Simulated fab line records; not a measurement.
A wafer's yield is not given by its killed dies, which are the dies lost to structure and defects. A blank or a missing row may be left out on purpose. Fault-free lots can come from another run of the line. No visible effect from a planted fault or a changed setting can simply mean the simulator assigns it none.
The tool behind it: which one?	flow nand_harc	66 wafers from 22 lots sampled at 6 of the route's 1302 steps

WHAT THE GAUGES READ, wafer by wafer
The record lacks any reading of a measuring or inspecting step that a usual standard deviation could be used to judge.

WHICH TOOL RAN EACH LOT (tool, then ch and the chambers of the sampled wafers, then the start)
lot	NHARC_A_STAIRCASE_TRIM_18	NHARC_A_STAIRCASE_ETCH_27	NHARC_A_STAIRCASE_DESCUM_186	NHARC_A_STAIRCASE_TRIM_193	NHARC_A_STAIRCASE_TRIM_202	NHARC_A_STAIRCASE_DESCUM_219
L074	rie_diel-07 ch 1,2,3, day 15 19:10 or earlier	rie_diel-01 ch 1,2, day 15 19:10 or earlier	rie_diel-07 ch 0,1,3, day 15 19:10	rie_diel-07 ch 0,3, day 16 00:03 or earlier	rie_diel-01 ch 1,2, day 16 00:03 or earlier	rie_diel-07 ch 0,1,3, day 16 00:03
L075	rie_diel-03 ch 0,1,2, day 16 19:25 or earlier	rie_diel-07 ch 0,1,2, day 16 19:25 or earlier	rie_diel-03 ch 0,2,3, day 16 19:25	rie_diel-03 ch 1,2,3, day 17 01:01 or earlier	rie_diel-03 ch 0,2, day 17 01:01 or earlier	rie_diel-03 ch 0,2,3, day 17 01:01
L076	rie_diel-07 ch 0,1,2, day 17 01:05 or earlier	rie_diel-07 ch 0,1, day 17 01:05 or earlier	rie_diel-07 ch 1,2,3, day 17 01:05	rie_diel-07 ch 1,2,3, day 17 05:14 or earlier	rie_diel-07 ch 0,3, day 17 05:14 or earlier	rie_diel-07 ch 1,2, day 17 05:14
L079	rie_diel-01 ch 1,3, day 17 15:52 or earlier	rie_diel-03 ch 1,2, day 17 15:52 or earlier	rie_diel-07 ch 0,1,3, day 17 15:52	rie_diel-07 ch 1,2,3, day 17 20:11 or earlier	rie_diel-01 ch 0,1,2, day 17 20:11 or earlier	rie_diel-01 ch 0,1, day 17 20:11
L078	rie_diel-01 ch 0,1,3, day 17 16:09 or earlier	rie_diel-07 ch 1,2,3, day 17 16:09 or earlier	rie_diel-07 ch 0,2, day 17 16:09	rie_diel-07 ch 0,2,3, day 17 20:31 or earlier	rie_diel-07 ch 0,3, day 17 20:31 or earlier	rie_diel-03 ch 2,3, day 17 20:31
L080	rie_diel-01 ch 0,1,3, day 17 22:20 or earlier	rie_diel-07 ch 0,1,3, day 17 22:20 or earlier	rie_diel-03 ch 1,2,3, day 17 22:20	rie_diel-03 ch 0,1,2, day 18 02:02 or earlier	rie_diel-03 ch 0,1,3, day 18 02:02 or earlier	rie_diel-01 ch 1,2,3, day 18 02:02
L081	rie_diel-03 ch 0,1,2, day 18 19:58 or earlier	rie_diel-07 ch 0,1,3, day 18 19:58 or earlier	rie_diel-07 ch 0,2,3, day 18 19:58	rie_diel-07 ch 1,2, day 18 23:56 or earlier	rie_diel-03 ch 0,1,3, day 18 23:56 or earlier	rie_diel-01 ch 0,1,3, day 18 23:56
L082	rie_diel-01 ch 0,2, day 18 18:57 or earlier	rie_diel-03 ch 2,3, day 18 18:57 or earlier	rie_diel-07 ch 2,3, day 18 18:57	rie_diel-07 ch 2,3, day 18 22:55 or earlier	rie_diel-07 ch 0,1,3, day 18 22:55 or earlier	rie_diel-01 ch 0,1,3, day 18 22:55
L084	rie_diel-03 ch 2,3, day 20 02:28 or earlier	rie_diel-01 ch 0,1, day 20 02:28 or earlier	rie_diel-01 ch 0,3, day 20 02:28	rie_diel-01 ch 0,1,3, day 20 06:35 or earlier	rie_diel-01 ch 1,2,3, day 20 06:35 or earlier	rie_diel-07 ch 0,1,3, day 20 06:35
L083	rie_diel-01 ch 1,2, day 20 03:22 or earlier	rie_diel-07 ch 1,2,3, day 20 03:22 or earlier	rie_diel-01 ch 1,2,3, day 20 03:22	rie_diel-01 ch 1,2,3, day 20 07:40 or earlier	rie_diel-01 ch 1,3, day 20 07:40 or earlier	rie_diel-07 ch 2,3, day 20 07:40
L085	rie_diel-01 ch 0,2,3, day 20 07:34 or earlier	rie_diel-07 ch 2,3, day 20 07:34 or earlier	rie_diel-01 ch 0,1,3, day 20 07:34	rie_diel-01 ch 2,3, day 20 11:47 or earlier	rie_diel-01 ch 1,2, day 20 11:47 or earlier	rie_diel-03 ch 0,1, day 20 11:47
L086	rie_diel-01 ch 0,2,3, day 20 21:41 or earlier	rie_diel-03 ch 0,1,3, day 20 21:41 or earlier	rie_diel-01 ch 0,2,3, day 20 21:41	rie_diel-01 ch 0,1,2, day 21 01:24 or earlier	rie_diel-01 ch 1,2,3, day 21 01:24 or earlier	rie_diel-01 ch 1,2,3, day 21 01:24
L087	rie_diel-07 ch 0,2,3, day 21 06:05 or earlier	rie_diel-03 ch 0,3, day 21 06:05 or earlier	rie_diel-03 ch 0,2,3, day 21 06:05	rie_diel-03 ch 0,1, day 21 09:45 or earlier	rie_diel-03 ch 1,2, day 21 09:45 or earlier	rie_diel-03 ch 1,2, day 21 09:45
L088	rie_diel-03 ch 1,2, day 21 22:12 or earlier	rie_diel-03 ch 0,1,2, day 21 22:12 or earlier	rie_diel-07 ch 2,3, day 21 22:12	rie_diel-07 ch 1,2, day 22 02:52 or earlier	rie_diel-07 ch 0,1,3, day 22 02:52 or earlier	rie_diel-07 ch 0,1,2, day 22 02:52
L089	rie_diel-07 ch 0,1, day 21 22:16 or earlier	rie_diel-07 ch 0,2,3, day 21 22:16 or earlier	rie_diel-07 ch 0,1, day 21 22:16	rie_diel-07 ch 0,1,2, day 22 03:02 or earlier	rie_diel-07 ch 1,2,3, day 22 03:02 or earlier	rie_diel-07 ch 1,2,3, day 22 03:02
L091	rie_diel-03 ch 0,2,3, day 22 09:27 or earlier	rie_diel-03 ch 0,1,2, day 22 09:27 or earlier	rie_diel-07 ch 1,2,3, day 22 09:27	rie_diel-07 ch 1,2,3, day 22 13:08 or earlier	rie_diel-07 ch 0,1,3, day 22 13:08 or earlier	rie_diel-03 ch 0,2,3, day 22 13:08
L090	rie_diel-07 ch 0,1,3, day 22 09:42 or earlier	rie_diel-07 ch 0,1,2, day 22 09:42 or earlier	rie_diel-03 ch 0,1, day 22 09:42	rie_diel-03 ch 1,3, day 22 13:23 or earlier	rie_diel-03 ch 1,2,3, day 22 13:23 or earlier	rie_diel-07 ch 0,2, day 22 13:23
L093	rie_diel-07 ch 0,1,2, day 23 18:24 or earlier	rie_diel-07 ch 1,2, day 23 18:24 or earlier	rie_diel-07 ch 0,1,2, day 23 18:24	rie_diel-07 ch 0,2,3, day 23 22:27 or earlier	rie_diel-07 ch 0,1,3, day 23 22:27 or earlier	rie_diel-07 ch 0,2,3, day 23 22:27
L094	rie_diel-07 ch 0,2,3, day 23 18:07 or earlier	rie_diel-03 ch 1,2,3, day 23 18:07 or earlier	rie_diel-01 ch 0,2,3, day 23 18:07	rie_diel-01 ch 0,2,3, day 23 21:44 or earlier	rie_diel-03 ch 0,1,3, day 23 21:44 or earlier	rie_diel-01 ch 0,1,2, day 23 21:44
L095	rie_diel-07 ch 0,2,3, day 24 14:38 or earlier	rie_diel-07 ch 0,1,3, day 24 14:38 or earlier	rie_diel-03 ch 0,3, day 24 14:38	rie_diel-03 ch 0,2,3, day 24 18:46 or earlier	rie_diel-03 ch 0,1,3, day 24 18:46 or earlier	rie_diel-07 ch 0,3, day 24 18:46
L096	rie_diel-01 ch 1,2, day 25 03:00 or earlier	rie_diel-01 ch 0,3, day 25 03:00 or earlier	rie_diel-03 ch 1,2, day 25 03:00	rie_diel-03 ch 0,1, day 25 06:34 or earlier	rie_diel-03 ch 0,1,2, day 25 06:34 or earlier	rie_diel-07 ch 1,3, day 25 06:34
L097	rie_diel-03 ch 0,3, day 25 03:24 or earlier	rie_diel-03 ch 0,1,2, day 25 03:24 or earlier	rie_diel-01 ch 0,2,3, day 25 03:24	rie_diel-01 ch 0,3, day 25 07:07 or earlier	rie_diel-01 ch 0,1,2, day 25 07:07 or earlier	rie_diel-07 ch 1,3, day 25 07:07
- NHARC_A_STAIRCASE_TRIM_18: chemistry O2, time 211.2 s.
- NHARC_A_STAIRCASE_ETCH_27: etches the open film in C4F8/O2, target depth 100 nm, time 40.5 s.
- NHARC_A_STAIRCASE_DESCUM_186: chemistry O2, time 3 s.
- NHARC_A_STAIRCASE_TRIM_193: chemistry O2, time 211.2 s.
- NHARC_A_STAIRCASE_TRIM_202: chemistry O2, time 211.2 s.
- NHARC_A_STAIRCASE_DESCUM_219: chemistry O2, time 3 s.

AS READ BY THE TOOLS THEMSELVES (means over the sampled wafers that have a number; for cases with no such wafer, the mark the record gives instead)
NHARC_A_STAIRCASE_TRIM_18.
lot	tool	drypump_motor_current_A (A)	oes_product_au (a.u.)	rf_vpp_V (V)	showerhead_plenum_p_Torr (Torr)	throttle_valve_pct (%)
L074	rie_diel-07	5.9	1.006	58.2	3.50	17.037
L075	rie_diel-03	6.1	1.004	57.6	3.57	17.032
L076	rie_diel-07	5.6	0.995	57.9	3.45	17.032
L079	rie_diel-01	6.5	1.001	58.0	3.51	17.034
L078	rie_diel-01	6.2	1.004	57.7	3.50	17.035
L080	rie_diel-01	6.2	0.998	57.7	3.50	17.037
L081	rie_diel-03	6.2	0.990	58.1	3.56	17.030
L082	rie_diel-01	5.9	0.994	58.6	3.45	17.030
L084	rie_diel-03	6.2	0.998	58.8	3.68	17.045
L083	rie_diel-01	6.3	1.009	56.9	3.42	17.033
L085	rie_diel-01	6.1	1.000	56.9	3.49	17.031
L086	rie_diel-01	6.1	0.999	57.0	3.48	17.046
L087	rie_diel-07	5.6	1.003	57.4	3.48	17.036
L088	rie_diel-03	6.1	0.996	57.6	3.63	17.039
L089	rie_diel-07	5.4	0.994	57.2	3.48	17.033
L091	rie_diel-03	6.1	0.999	57.6	3.61	17.031
L090	rie_diel-07	5.7	0.995	58.1	3.53	17.038
L093	rie_diel-07	5.6	1.000	57.4	3.42	17.032
L094	rie_diel-07	5.6	0.999	57.8	3.47	17.026
L095	rie_diel-07	5.6	0.996	58.1	3.46	17.038
L096	rie_diel-01	6.2	1.008	57.5	3.40	17.019
L097	rie_diel-03	6.1	1.010	58.0	3.52	17.030

NHARC_A_STAIRCASE_ETCH_27.
lot	tool	oes_product_au (a.u.)	rf_vpp_V (V)
L074	rie_diel-01	0.955	892
L075	rie_diel-07	0.942	893
L076	rie_diel-07	0.920	895
L079	rie_diel-03	0.941	900
L078	rie_diel-07	0.949	895
L080	rie_diel-07	0.950	897
L081	rie_diel-07	0.929	897
L082	rie_diel-03	0.943	903
L084	rie_diel-01	0.942	894
L083	rie_diel-07	0.944	894
L085	rie_diel-07	0.952	896
L086	rie_diel-03	0.928	896
L087	rie_diel-03	0.950	897
L088	rie_diel-03	0.947	896
L089	rie_diel-07	0.947	895
L091	rie_diel-03	0.949	896
L090	rie_diel-07	0.935	892
L093	rie_diel-07	0.945	892
L094	rie_diel-03	0.933	898
L095	rie_diel-07	0.941	895
L096	rie_diel-01	0.934	895
L097	rie_diel-03	0.951	896

NHARC_A_STAIRCASE_DESCUM_186.
lot	tool	drypump_motor_current_A (A)	oes_product_au (a.u.)	rf_vpp_V (V)	showerhead_plenum_p_Torr (Torr)	throttle_valve_pct (%)
L074	rie_diel-07	5.7	1.004	57.6	1.93	11.317
L075	rie_diel-03	6.1	0.999	57.9	1.98	11.315
L076	rie_diel-07	5.8	1.002	57.8	1.90	11.317
L079	rie_diel-07	5.7	1.000	57.2	1.93	11.306
L078	rie_diel-07	5.4	0.995	57.8	1.83	11.315
L080	rie_diel-03	6.2	0.993	57.9	1.97	11.316
L081	rie_diel-07	5.5	1.009	57.4	1.89	11.312
L082	rie_diel-07	5.8	1.014	58.4	1.92	11.314
L084	rie_diel-01	6.2	0.998	57.5	1.91	11.312
L083	rie_diel-01	6.3	1.004	57.5	1.87	11.311
L085	rie_diel-01	6.2	0.999	57.9	1.89	11.317
L086	rie_diel-01	6.1	1.010	57.4	1.89	11.309
L087	rie_diel-03	6.1	1.004	58.4	1.96	11.305
L088	rie_diel-07	5.8	1.007	57.9	1.91	11.314
L089	rie_diel-07	5.4	0.996	57.4	1.88	11.317
L091	rie_diel-07	5.9	1.003	57.4	1.88	11.317
L090	rie_diel-03	6.2	0.993	58.2	1.87	11.313
L093	rie_diel-07	5.6	1.002	57.7	1.85	11.311
L094	rie_diel-01	6.1	0.998	58.0	1.88	11.315
L095	rie_diel-03	6.1	1.007	58.4	1.91	11.305
L096	rie_diel-03	6.2	0.998	58.4	1.91	11.307
L097	rie_diel-01	6.1	1.002	57.5	1.88	11.313

NHARC_A_STAIRCASE_TRIM_193.
lot	tool	drypump_motor_current_A (A)	oes_product_au (a.u.)	rf_vpp_V (V)	showerhead_plenum_p_Torr (Torr)	throttle_valve_pct (%)
L074	rie_diel-07	5.7	1.010	57.3	3.61	17.041
L075	rie_diel-03	6.2	1.000	57.9	3.62	17.024
L076	rie_diel-07	5.9	1.004	58.6	3.50	17.041
L079	rie_diel-07	5.9	0.997	57.6	3.49	17.034
L078	rie_diel-07	5.6	1.003	58.3	3.49	17.037
L080	rie_diel-03	6.1	1.000	57.9	3.56	17.030
L081	rie_diel-07	5.8	0.998	56.8	3.39	17.028
L082	rie_diel-07	5.8	1.020	57.6	3.54	17.030
L084	rie_diel-01	6.2	0.993	57.0	3.49	17.038
L083	rie_diel-01	6.3	1.001	56.9	3.46	17.035
L085	rie_diel-01	6.3	1.000	56.5	3.49	17.033
L086	rie_diel-01	6.1	1.008	56.9	3.45	17.028
L087	rie_diel-03	6.2	1.003	56.5	3.47	17.034
L088	rie_diel-07	5.9	0.993	57.5	3.43	17.038
L089	rie_diel-07	5.6	0.997	57.3	3.42	17.039
L091	rie_diel-07	5.8	1.001	57.7	3.48	17.040
L090	rie_diel-03	6.3	0.981	58.4	3.52	17.040
L093	rie_diel-07	5.6	1.008	57.3	3.46	17.037
L094	rie_diel-01	6.1	0.997	57.4	3.47	17.036
L095	rie_diel-03	6.1	1.001	57.7	3.60	17.028
L096	rie_diel-03	6.2	1.003	57.5	3.44	17.038
L097	rie_diel-01	5.9	1.005	58.1	3.50	17.033

NHARC_A_STAIRCASE_TRIM_202.
lot	tool	drypump_motor_current_A (A)	oes_product_au (a.u.)	rf_vpp_V (V)	showerhead_plenum_p_Torr (Torr)	throttle_valve_pct (%)
L074	rie_diel-01	6.3	1.016	57.2	3.44	17.046
L075	rie_diel-03	6.1	1.004	58.4	3.65	17.033
L076	rie_diel-07	5.6	1.010	57.5	3.61	17.037
L079	rie_diel-01	6.1	1.001	58.6	3.46	17.040
L078	rie_diel-07	5.6	1.008	57.2	3.60	17.042
L080	rie_diel-03	6.2	1.002	57.3	3.54	17.032
L081	rie_diel-03	6.2	1.006	58.1	3.54	17.036
L082	rie_diel-07	5.6	1.000	57.8	3.55	17.029
L084	rie_diel-01	6.3	1.003	57.6	3.46	17.036
L083	rie_diel-01	6.5	1.010	57.0	3.46	17.029
L085	rie_diel-01	6.3	1.002	57.6	3.42	17.025
L086	rie_diel-01	6.3	1.003	56.9	3.45	17.030
L087	rie_diel-03	6.2	0.998	57.3	3.54	17.039
L088	rie_diel-07	5.7	1.001	58.2	3.53	17.042
L089	rie_diel-07	5.9	0.997	58.9	3.48	17.031
L091	rie_diel-07	5.7	0.989	58.4	3.53	17.039
L090	rie_diel-03	6.2	0.992	57.5	3.60	17.033
L093	rie_diel-07	5.7	0.996	57.3	3.52	17.040
L094	rie_diel-03	6.2	0.998	57.0	3.52	17.046
L095	rie_diel-03	6.2	0.994	58.4	3.51	17.043
L096	rie_diel-03	6.1	0.999	57.9	3.53	17.039
L097	rie_diel-01	6.1	1.004	57.7	3.43	17.044

NHARC_A_STAIRCASE_DESCUM_219.
lot	tool	drypump_motor_current_A (A)	oes_product_au (a.u.)	rf_vpp_V (V)	showerhead_plenum_p_Torr (Torr)	throttle_valve_pct (%)
L074	rie_diel-07	5.6	1.001	57.7	1.93	11.313
L075	rie_diel-03	6.1	1.006	57.8	1.97	11.319
L076	rie_diel-07	6.0	0.995	56.9	1.87	11.314
L079	rie_diel-01	6.2	0.991	58.0	1.88	11.310
L078	rie_diel-03	6.1	0.996	58.2	2.00	11.311
L080	rie_diel-01	6.3	0.990	57.3	1.88	11.310
L081	rie_diel-01	6.2	0.986	57.3	1.90	11.313
L082	rie_diel-01	6.2	0.998	58.3	1.90	11.308
L084	rie_diel-07	5.7	1.008	57.9	1.92	11.310
L083	rie_diel-07	5.8	1.008	58.2	1.92	11.305
L085	rie_diel-03	6.2	0.989	57.5	1.88	11.306
L086	rie_diel-01	6.3	0.999	57.0	1.87	11.309
L087	rie_diel-03	6.2	0.993	57.6	1.92	11.303
L088	rie_diel-07	5.6	1.000	57.3	1.85	11.309
L089	rie_diel-07	5.9	1.003	57.6	1.88	11.314
L091	rie_diel-03	6.1	1.010	57.9	1.96	11.320
L090	rie_diel-07	5.5	1.002	57.9	1.82	11.309
L093	rie_diel-07	5.5	1.000	57.3	1.88	11.311
L094	rie_diel-01	6.1	1.001	58.0	1.86	11.302
L095	rie_diel-07	5.6	1.000	58.5	1.94	11.306
L096	rie_diel-07	5.9	1.002	57.8	1.93	11.312
L097	rie_diel-07	6.0	1.000	58.3	1.91	11.315

THE ANSWER, worked out from the rows above alone
Rule: usual is defined by the lots themselves. Put in order of their means at a reading, lots are off if they are a third of the lots or fewer, leave a main group of 4 or more, and stand apart from it by a gap of 3 or more times the standard deviation of the main group's means; of several such gaps the widest counts. The tables above print the reading to a certain number of digits; a main group whose means all agree to those digits is not used. Also off: a lot with no number at a reading for which 4 or more lots have one. All remaining lots with rows at the step are treated as sound. Order of review: gauges by route order, followed by the tools' own readings, for which a lot's mean as printed above is used. At the first step where some lot is off, the reading lying furthest off is the one used; lots without a number count as furthest.
No lot is off at any reading shown: from this, nothing can be told.

WHAT HAD BEEN PUT IN BY THE SIMULATOR
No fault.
